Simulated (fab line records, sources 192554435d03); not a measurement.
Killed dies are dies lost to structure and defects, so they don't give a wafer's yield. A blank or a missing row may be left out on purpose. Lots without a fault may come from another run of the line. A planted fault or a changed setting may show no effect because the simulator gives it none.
Which tool did it? | flow n5_finfet | 24 lots, 72 wafers sampled, at 6 steps of a route of 1938

WHAT THE GAUGES READ, wafer by wafer
N5_BEOL_M11_CD_MEAS_18: pitch 140 nm, target cd 70 nm. Usual: cd_nm 69.9 nm, standard deviation 0.78.
lot  | measured     | on        | cd_nm (nm)     | flag
L074 | day 11 02:47 | cd_sem-02 | 71.0 70.1 70.2 |
L075 | day 11 07:20 | cd_sem-02 | 70.9 71.2 68.6 |
L076 | day 11 13:38 | cd_sem-03 | 69.2 70.6 71.8 |
L078 | day 11 13:46 | cd_sem-02 | 70.9 70.2 71.3 |
L077 | day 11 17:38 | cd_sem-03 | 70.4 70.2 69.5 |
L081 | day 12 00:17 | cd_sem-01 | 69.2 69.8 69.5 |
L080 | day 12 08:30 | cd_sem-02 | 70.1 69.6 68.6 |
L079 | day 12 06:08 | cd_sem-01 | 69.5 69.1 70.1 |
L083 | day 12 08:38 | cd_sem-01 | 70.2 69.4 70.2 |
L082 | day 12 12:10 | cd_sem-01 | 69.3 68.9 69.6 |
L084 | day 13 07:35 | cd_sem-02 | 70.2 70.8 69.3 |
L085 | day 13 08:13 | cd_sem-03 | 69.1 69.4 70.1 |
L086 | day 13 22:14 | cd_sem-02 | 70.4 70.7 71.0 |
L088 | day 13 23:01 | cd_sem-01 | 70.1 72.2 70.0 |
L089 | day 14 16:45 | cd_sem-01 | 69.6 69.3 69.4 |
L087 | day 14 20:02 | cd_sem-03 | 70.5 68.5 69.8 |
L092 | day 14 20:14 | cd_sem-03 | 68.4 69.0 68.9 |
L091 | day 15 01:47 | cd_sem-03 | 68.8 69.9 70.6 |
L090 | day 15 01:38 | cd_sem-02 | 70.2 69.0 70.0 |
L094 | day 15 02:31 | cd_sem-03 | 70.8 70.7 70.6 |
L093 | day 15 08:17 | cd_sem-02 | 69.8 69.2 68.9 |
L095 | day 16 13:33 | cd_sem-02 | 71.3 69.8 69.9 |
L097 | day 16 20:40 | cd_sem-01 | 68.9 69.5 69.7 |
L096 | day 17 14:49 | cd_sem-03 | 70.1 68.5 68.7 |

N5_BEOL_M12_OVL_MEAS_11. Usual: V11_OVL -3 nm, standard deviation 5.1.
lot  | measured     | on         | V11_OVL (nm) | flag
L074 | day 11 07:20 | overlay-01 | -4 -10 -3    |
L075 | day 11 11:32 | overlay-01 | 1 -1 -3      |
L076 | day 11 19:13 | overlay-01 | -12 -9 -5    |
L078 | day 11 20:49 | overlay-01 | 2 0 -4       |
L077 | day 11 21:31 | overlay-01 | -10 -10 0    |
L081 | day 12 04:56 | overlay-01 | -13 -11 -14  |
L080 | day 12 12:57 | overlay-01 | 8 1 5        |
L079 | day 12 10:18 | overlay-02 | -2 5 4       |
L083 | day 12 13:07 | overlay-01 | 4 3 3        |
L082 | day 12 19:36 | overlay-01 | 2 5 -3       |
L084 | day 13 13:05 | overlay-02 | 2 -2 -8      |
L085 | day 13 13:53 | overlay-01 | -7 -5 -12    |
L086 | day 14 05:26 | overlay-02 | 1 -6 -5      |
L088 | day 14 04:41 | overlay-02 | -4 -3 -5     |
L089 | day 14 22:52 | overlay-01 | -3 5 3       |
L087 | day 15 01:28 | overlay-02 | -3 -2 -2     |
L092 | day 15 02:38 | overlay-01 | -12 -6 -10   |
L091 | day 15 06:32 | overlay-02 | 1 -3 0       |
L090 | day 15 06:17 | overlay-02 | -2 0 -1      |
L094 | day 15 08:36 | overlay-02 | -6 -1 -4     |
L093 | day 15 14:39 | overlay-01 | -5 -10 -8    |
L095 | day 16 19:57 | overlay-02 | -4 -4 -2     |
L097 | day 17 03:25 | overlay-01 | 0 -3 0       |
L096 | day 17 23:03 | overlay-01 | -4 -3 1      |

WHICH TOOL RAN EACH LOT (tool, then ch and the chambers of the sampled wafers, then the start)
lot  | N5_BEOL_M10_ANNEAL_51            | N5_BEOL_M11_PECVD_70            | N5_BEOL_M11_ETCH_62                | N5_BEOL_M11_ALD_74
L074 | rtp_anneal-02 ch 0, day 10 23:08 | pecvd-04 ch 0,2, day 11 00:59   | rie_diel-05 ch 1,2, day 11 02:25   | ald_metal-04 ch 1,2, day 11 04:53
L075 | rtp_anneal-02 ch 0, day 11 02:49 | pecvd-01 ch 0,2, day 11 04:34   | rie_diel-05 ch 0,2, day 11 06:50   | ald_metal-02 ch 0,1, day 11 09:35
L076 | rtp_anneal-02 ch 0, day 11 09:19 | pecvd-01 ch 0,1,2, day 11 10:44 | rie_diel-02 ch 0,1, day 11 13:11   | ald_metal-02 ch 0,1,2, day 11 16:50
L078 | rtp_anneal-02 ch 0, day 11 09:46 | pecvd-02 ch 0,2, day 11 11:13   | rie_diel-05 ch 0,1, day 11 13:24   | ald_metal-02 ch 1,2,3, day 11 18:07
L077 | rtp_anneal-02 ch 0, day 11 14:04 | pecvd-01 ch 0,2, day 11 15:56   | rie_diel-05 ch 0,2,3, day 11 17:14 | ald_metal-01 ch 1,2,3, day 11 19:34
L081 | rtp_anneal-01 ch 0, day 11 20:47 | pecvd-04 ch 0,2, day 11 22:11   | rie_diel-02 ch 0,2,3, day 11 23:50 | ald_metal-02 ch 0,3, day 12 02:26
L080 | rtp_anneal-01 ch 0, day 12 03:17 | pecvd-04 ch 0,1,2, day 12 05:11 | rie_diel-04 ch 1,2, day 12 08:02   | ald_metal-01 ch 1,3, day 12 10:27
L079 | rtp_anneal-02 ch 0, day 12 03:41 | pecvd-02 ch 0,1,2, day 12 05:01 | rie_diel-05 ch 1,2,3, day 12 05:45 | ald_metal-01 ch 2,3, day 12 07:58
L083 | rtp_anneal-01 ch 0, day 12 04:35 | pecvd-04 ch 0,1,2, day 12 06:01 | rie_diel-02 ch 1,2,3, day 12 08:16 | ald_metal-04 ch 1,2,3, day 12 10:58
L082 | rtp_anneal-01 ch 0, day 12 09:14 | pecvd-04 ch 0,1, day 12 10:36   | rie_diel-04 ch 1,2, day 12 11:40   | ald_metal-01 ch 0,1,3, day 12 17:11
L084 | rtp_anneal-02 ch 0, day 13 01:32 | pecvd-04 ch 0,1,2, day 13 02:59 | rie_diel-04 ch 1,3, day 13 07:13   | ald_metal-04 ch 0,2,3, day 13 09:17
L085 | rtp_anneal-02 ch 0, day 13 05:14 | pecvd-02 ch 0,1,2, day 13 06:39 | rie_diel-05 ch 1,2, day 13 07:46   | ald_metal-02 ch 0,1, day 13 11:38
L086 | rtp_anneal-02 ch 0, day 13 17:41 | pecvd-01 ch 0,1,2, day 13 18:59 | rie_diel-02 ch 0,1,3, day 13 21:51 | ald_metal-02 ch 0,2,3, day 14 03:06
L088 | rtp_anneal-02 ch 0, day 13 19:37 | pecvd-01 ch 0,1, day 13 20:59   | rie_diel-05 ch 0,2,3, day 13 22:37 | ald_metal-04 ch 0,2,3, day 14 02:20
L089 | rtp_anneal-01 ch 0, day 14 13:53 | pecvd-02 ch 0,1,2, day 14 15:14 | rie_diel-04 ch 0,1, day 14 16:22   | ald_metal-02 ch 1,3, day 14 19:56
L087 | rtp_anneal-01 ch 0, day 14 15:41 | pecvd-02 ch 1,2, day 14 17:35   | rie_diel-05 ch 0,2,3, day 14 19:29 | ald_metal-02 ch 0,1,2, day 14 21:51
L092 | rtp_anneal-01 ch 0, day 14 16:21 | pecvd-04 ch 1,2, day 14 17:46   | rie_diel-04 ch 0,2,3, day 14 19:47 | ald_metal-02 ch 1,3, day 15 00:19
L091 | rtp_anneal-01 ch 0, day 14 22:14 | pecvd-02 ch 0,2, day 15 00:08   | rie_diel-02 ch 1,2,3, day 15 01:25 | ald_metal-04 ch 0,1,3, day 15 04:10
L090 | rtp_anneal-01 ch 0, day 14 22:31 | pecvd-01 ch 0,2, day 14 23:55   | rie_diel-05 ch 1,2,3, day 15 01:16 | ald_metal-02 ch 0,1, day 15 04:07
L094 | rtp_anneal-01 ch 0, day 14 22:49 | pecvd-04 ch 0,1,2, day 15 00:43 | rie_diel-04 ch 0,1, day 15 02:05   | ald_metal-02 ch 1,2,3, day 15 05:23
L093 | rtp_anneal-02 ch 0, day 15 02:19 | pecvd-01 ch 0,2, day 15 04:37   | rie_diel-02 ch 0,1, day 15 07:53   | ald_metal-04 ch 1,2,3, day 15 12:13
L095 | rtp_anneal-02 ch 0, day 16 08:12 | pecvd-04 ch 1,2, day 16 09:37   | rie_diel-02 ch 0,2,3, day 16 13:10 | ald_metal-04 ch 2,3, day 16 16:33
L097 | rtp_anneal-02 ch 0, day 16 15:48 | pecvd-01 ch 0,1, day 16 17:13   | rie_diel-04 ch 0,2,3, day 16 20:17 | ald_metal-01 ch 0,3, day 16 23:54
L096 | rtp_anneal-02 ch 0, day 17 11:57 | pecvd-04 ch 0,1,2, day 17 13:15 | rie_diel-02 ch 1,2,3, day 17 14:25 | ald_metal-02 ch 0,1, day 17 20:56
- N5_BEOL_M10_ANNEAL_51: time 90 s.
- N5_BEOL_M11_PECVD_70: deposits SiO2 from TEOS/O2, target thk 20 nm, time 22.7 s.
- N5_BEOL_M11_ETCH_62: etches SOC in N2/H2, target depth 110 nm, overetch 22 nm, time 165 s.
- N5_BEOL_M11_ALD_74: deposits TaN, target thk 2 nm, pulse time 2 s, purge time 3 s.

WHAT THE TOOLS THEMSELVES READ (means of the sampled wafers that have a number; where no wafer has one, the mark that the record gives instead)
N5_BEOL_M10_ANNEAL_51. Usual: anneal_temp_c_max 225.98, standard deviation 0.24; wafer_temp_C_max 226.2, standard deviation 0.44.
lot  | tool          | anneal_temp_c_max | wafer_temp_C_max | flag
L074 | rtp_anneal-02 | 225.87            | 226.8            |
L075 | rtp_anneal-02 | 225.95            | 226.7            |
L076 | rtp_anneal-02 | 226.09            | 226.6            |
L078 | rtp_anneal-02 | 226.14            | 226.5            |
L077 | rtp_anneal-02 | 226.01            | 226.4            |
L081 | rtp_anneal-01 | 226.37            | 225.8            |
L080 | rtp_anneal-01 | 226.01            | 226.0            |
L079 | rtp_anneal-02 | 225.79            | 226.3            |
L083 | rtp_anneal-01 | 225.66            | 225.5            |
L082 | rtp_anneal-01 | 226.17            | 225.7            |
L084 | rtp_anneal-02 | 225.96            | 226.6            |
L085 | rtp_anneal-02 | 225.85            | 226.3            |
L086 | rtp_anneal-02 | 225.92            | 226.6            |
L088 | rtp_anneal-02 | 225.83            | 226.4            |
L089 | rtp_anneal-01 | 226.17            | 225.9            |
L087 | rtp_anneal-01 | 226.03            | 225.9            |
L092 | rtp_anneal-01 | 226.14            | 225.9            |
L091 | rtp_anneal-01 | 226.11            | 225.7            |
L090 | rtp_anneal-01 | 225.99            | 225.9            |
L094 | rtp_anneal-01 | 226.04            | 225.7            |
L093 | rtp_anneal-02 | 225.96            | 226.6            |
L095 | rtp_anneal-02 | 225.68            | 226.5            |
L097 | rtp_anneal-02 | 225.72            | 226.1            |
L096 | rtp_anneal-02 | 226.15            | 227.0            |

N5_BEOL_M11_PECVD_70. Usual: chamber_pressure_Torr 5.499 Torr, standard deviation 0.012; heater_power_w 723 W, standard deviation 89; showerhead_plenum_p_Torr 8.81 Torr, standard deviation 0.058; throttle_valve_pct 22.4 %, standard deviation 1.3.
lot  | tool     | chamber_pressure_Torr (Torr) | heater_power_w (W) | showerhead_plenum_p_Torr (Torr) | throttle_valve_pct (%) | flag
L074 | pecvd-04 | 5.510                        | 675                | 8.85                            | 23.1                   |
L075 | pecvd-01 | 5.507                        | 846                | 8.73                            | 21.1                   |
L076 | pecvd-01 | 5.496                        | 795                | 8.76                            | 21.5                   |
L078 | pecvd-02 | 5.503                        | 704                | 8.85                            | 20.8                   |
L077 | pecvd-01 | 5.503                        | 802                | 8.73                            | 21.2                   |
L081 | pecvd-04 | 5.496                        | 699                | 8.85                            | 23.0                   |
L080 | pecvd-04 | 5.503                        | 722                | 8.83                            | 23.4                   |
L079 | pecvd-02 | 5.496                        | 701                | 8.80                            | 21.7                   |
L083 | pecvd-04 | 5.495                        | 734                | 8.84                            | 23.4                   |
L082 | pecvd-04 | 5.509                        | 659                | 8.88                            | 23.8                   |
L084 | pecvd-04 | 5.509                        | 714                | 8.84                            | 23.5                   |
L085 | pecvd-02 | 5.494                        | 680                | 8.81                            | 21.5                   |
L086 | pecvd-01 | 5.494                        | 758                | 8.78                            | 21.6                   |
L088 | pecvd-01 | 5.504                        | 709                | 8.76                            | 22.5                   |
L089 | pecvd-02 | 5.502                        | 681                | 8.81                            | 21.7                   |
L087 | pecvd-02 | 5.488                        | 684                | 8.82                            | 21.2                   |
L092 | pecvd-04 | 5.503                        | 740                | 8.80                            | 23.4                   |
L091 | pecvd-02 | 5.491                        | 709                | 8.85                            | 21.2                   |
L090 | pecvd-01 | 5.503                        | 795                | 8.73                            | 21.0                   |
L094 | pecvd-04 | 5.493                        | 710                | 8.84                            | 23.5                   |
L093 | pecvd-01 | 5.504                        | 697                | 8.72                            | 22.0                   |
L095 | pecvd-04 | 5.497                        | 708                | 8.81                            | 23.4                   |
L097 | pecvd-01 | 5.485                        | 736                | 8.80                            | 22.2                   |
L096 | pecvd-04 | 5.497                        | 720                | 8.84                            | 23.6                   |

N5_BEOL_M11_ETCH_62. Usual: drypump_motor_current_A 5.7 A, standard deviation 0.46; h2_flow_sccm 200.0 sccm, standard deviation 0.57; oes_product_au 0.69 a.u., standard deviation 0.08; rf_vpp_V 524.8 V, standard deviation 2.4; showerhead_plenum_p_Torr 2.58 Torr, standard deviation 0.08; throttle_valve_pct 17.86 %, standard deviation 0.3.
lot  | tool        | drypump_motor_current_A (A) | h2_flow_sccm (sccm) | oes_product_au (a.u.) | rf_vpp_V (V) | showerhead_plenum_p_Torr (Torr) | throttle_valve_pct (%) | flag
L074 | rie_diel-05 | 5.6                         | 200.0               | 0.64                  | 522.2        | 2.52                            | 17.89                  |
L075 | rie_diel-05 | 6.0                         | 199.7               | 0.71                  | 524.5        | 2.53                            | 17.74                  |
L076 | rie_diel-02 | 5.9                         | 200.1               | 0.61                  | 525.3        | 2.60                            | 18.21                  |
L078 | rie_diel-05 | 6.2                         | 199.7               | 0.59                  | 524.4        | 2.58                            | 18.13                  |
L077 | rie_diel-05 | 5.8                         | 199.5               | 0.72                  | 524.2        | 2.54                            | 17.89                  |
L081 | rie_diel-02 | 5.7                         | 200.1               | 0.71                  | 524.7        | 2.57                            | 17.87                  |
L080 | rie_diel-04 | 5.8                         | 200.1               | 0.80                  | 527.5        | 2.67                            | 17.82                  |
L079 | rie_diel-05 | 5.5                         | 200.0               | 0.71                  | 522.8        | 2.51                            | 17.87                  |
L083 | rie_diel-02 | 5.7                         | 200.3               | 0.70                  | 525.3        | 2.62                            | 17.96                  |
L082 | rie_diel-04 | 5.8                         | 200.2               | 0.78                  | 526.9        | 2.67                            | 17.82                  |
L084 | rie_diel-04 | 5.8                         | 200.2               | 0.78                  | 527.3        | 2.67                            | 17.71                  |
L085 | rie_diel-05 | 5.7                         | 199.8               | 0.68                  | 521.7        | 2.49                            | 17.74                  |
L086 | rie_diel-02 | 5.8                         | 200.0               | 0.63                  | 525.1        | 2.62                            | 18.07                  |
L088 | rie_diel-05 | 5.9                         | 199.7               | 0.70                  | 524.0        | 2.53                            | 17.92                  |
L089 | rie_diel-04 | 5.6                         | 200.2               | 0.75                  | 527.9        | 2.68                            | 17.42                  |
L087 | rie_diel-05 | 5.8                         | 200.3               | 0.69                  | 523.3        | 2.53                            | 17.93                  |
L092 | rie_diel-04 | 5.1                         | 200.5               | 0.69                  | 526.1        | 2.60                            | 17.48                  |
L091 | rie_diel-02 | 5.6                         | 199.7               | 0.68                  | 525.6        | 2.61                            | 18.00                  |
L090 | rie_diel-05 | 5.5                         | 200.2               | 0.77                  | 522.8        | 2.50                            | 17.79                  |
L094 | rie_diel-04 | 5.9                         | 200.5               | 0.77                  | 527.0        | 2.69                            | 17.65                  |
L093 | rie_diel-02 | 6.0                         | 199.7               | 0.60                  | 523.3        | 2.55                            | 18.18                  |
L095 | rie_diel-02 | 5.7                         | 200.4               | 0.67                  | 523.8        | 2.56                            | 17.95                  |
L097 | rie_diel-04 | 5.1                         | 200.3               | 0.68                  | 525.2        | 2.59                            | 17.50                  |
L096 | rie_diel-02 | 5.6                         | 199.3               | 0.67                  | 525.2        | 2.60                            | 18.04                  |

N5_BEOL_M11_ALD_74. Usual: chamber_pressure_Torr 3.000 Torr, standard deviation 0.0069; heater_power_w 445 W, standard deviation 54; precursor_vessel_temp_c 75.01 C, standard deviation 0.12.
lot  | tool         | chamber_pressure_Torr (Torr) | heater_power_w (W) | precursor_vessel_temp_c (C) | flag
L074 | ald_metal-04 | 2.996                        | 459                | 74.91                       |
L075 | ald_metal-02 | 3.003                        | 516                | 75.06                       |
L076 | ald_metal-02 | 3.007                        | 482                | 74.92                       |
L078 | ald_metal-02 | 3.002                        | 448                | 74.93                       |
L077 | ald_metal-01 | 2.996                        | 430                | 74.98                       |
L081 | ald_metal-02 | 2.991                        | 420                | 74.89                       |
L080 | ald_metal-01 | 2.996                        | 425                | 75.09                       |
L079 | ald_metal-01 | 3.003                        | 414                | 75.16                       |
L083 | ald_metal-04 | 2.996                        | 442                | 74.99                       |
L082 | ald_metal-01 | 3.004                        | 415                | 74.87                       |
L084 | ald_metal-04 | 3.004                        | 423                | 75.14                       |
L085 | ald_metal-02 | 2.995                        | 526                | 74.95                       |
L086 | ald_metal-02 | 3.009                        | 431                | 75.07                       |
L088 | ald_metal-04 | 2.999                        | 427                | 75.04                       |
L089 | ald_metal-02 | 3.001                        | 490                | 75.22                       |
L087 | ald_metal-02 | 3.007                        | 487                | 74.98                       |
L092 | ald_metal-02 | 3.001                        | 498                | 75.01                       |
L091 | ald_metal-04 | 3.002                        | 419                | 74.99                       |
L090 | ald_metal-02 | 2.994                        | 520                | 74.98                       |
L094 | ald_metal-02 | 2.997                        | 446                | 75.00                       |
L093 | ald_metal-04 | 2.998                        | 444                | 74.99                       |
L095 | ald_metal-04 | 3.004                        | 441                | 75.02                       |
L097 | ald_metal-01 | 3.000                        | 394                | 74.98                       |
L096 | ald_metal-02 | 3.001                        | 524                | 75.03                       |

THE ANSWER, worked out from the rows above alone
Rule: a lot is off if the mean of its wafers that have a number lies more than 3 standard deviations from the usual mean. A lot without any number at a reading at which 4 lots or more have one is off too. The other lots that the step has rows for count as sound. The gauges are gone through in route order, then the tools' own readings, and for those a lot's mean is taken as printed above. The first step at which some lot is off is used, and at that step the reading that is off furthest; a lot without a number counts as furthest.
No lot is off at any reading shown: from this, nothing can be told.

WHAT THE SIMULATOR HAD PUT IN
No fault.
